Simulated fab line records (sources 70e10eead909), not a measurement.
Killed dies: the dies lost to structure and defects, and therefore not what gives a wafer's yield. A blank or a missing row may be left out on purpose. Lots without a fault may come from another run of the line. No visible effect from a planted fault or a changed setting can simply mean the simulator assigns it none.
Matching of chambers	flow nand-harc	4 sister chambers for NHARC_A_CHANNEL_FILL_D1_ALD_14 on ald-hk-02
The step deposits SiO2, target thk 2.5 nm, pulse time 10 s, ald cycles 25. 16 wafers are shown with their chamber, then 8 later ones without.

== WAFERS WITH THEIR CHAMBER ==
wafer	chamber	heater-power-w (W)	precursor-pulse-height-rel
L078.1	2	399	1.010
L078.2	0	583	0.975
L078.3	3	452	1.005
L080.1	3	463	0.988
L080.4	0	586	1.005
L080.6	0	565	0.968
L082.2	2	396	1.013
L082.3	1	492	0.974
L082.5	0	586	1.010
L085.1	2	374	0.971
L085.2	0	570	1.007
L085.6	1	483	1.000
L089.2	3	462	0.988
L089.3	0	589	1.020
L089.5	3	457	0.965
L088.1	0	587	0.938

SIGNATURES (means of the wafers above)
reading	chamber 0	chamber 1	chamber 2	chamber 3	scatter within a chamber
heater-power-w	580.86	487.50	389.67	458.50	9.22
precursor-pulse-height-rel	0.98900	0.98700	0.99800	0.98650	0.0249
Rule: a wafer's distance from a chamber is the root of the sum, over the readings, of the square of ((its reading less the chamber's mean) divided by the reading's scatter). If the next closest chamber is less than 2 further off than the closest, the wafer can't be placed; otherwise it belongs to the closest. The scatter is the square root of a quotient: the sum, over the shown wafers, of each reading's squared deviation from its chamber's mean, divided by wafers minus chambers.

== WAFERS WITH NO CHAMBER GIVEN ==
wafer	heater-power-w (W)	precursor-pulse-height-rel
L088.4	451	0.984
L088.5	491	0.986
L090.2	586	0.962
L090.3	377	0.985
L090.6	434	0.992
L095.2	575	1.014
L095.3	518	0.968
L095.6	505	1.009

== WHICH CHAMBER EACH WENT THROUGH ==
wafer	from the rows above	in truth
L088.4	3	3
L088.5	1	1
L090.2	0	0
L090.3	2	2
L090.6	3	3
L095.2	0	0
L095.3	1	1
L095.6	1	1
Placed correctly: 8 of 8. From these rows, 0 cannot be placed. 0 placed wrongly.
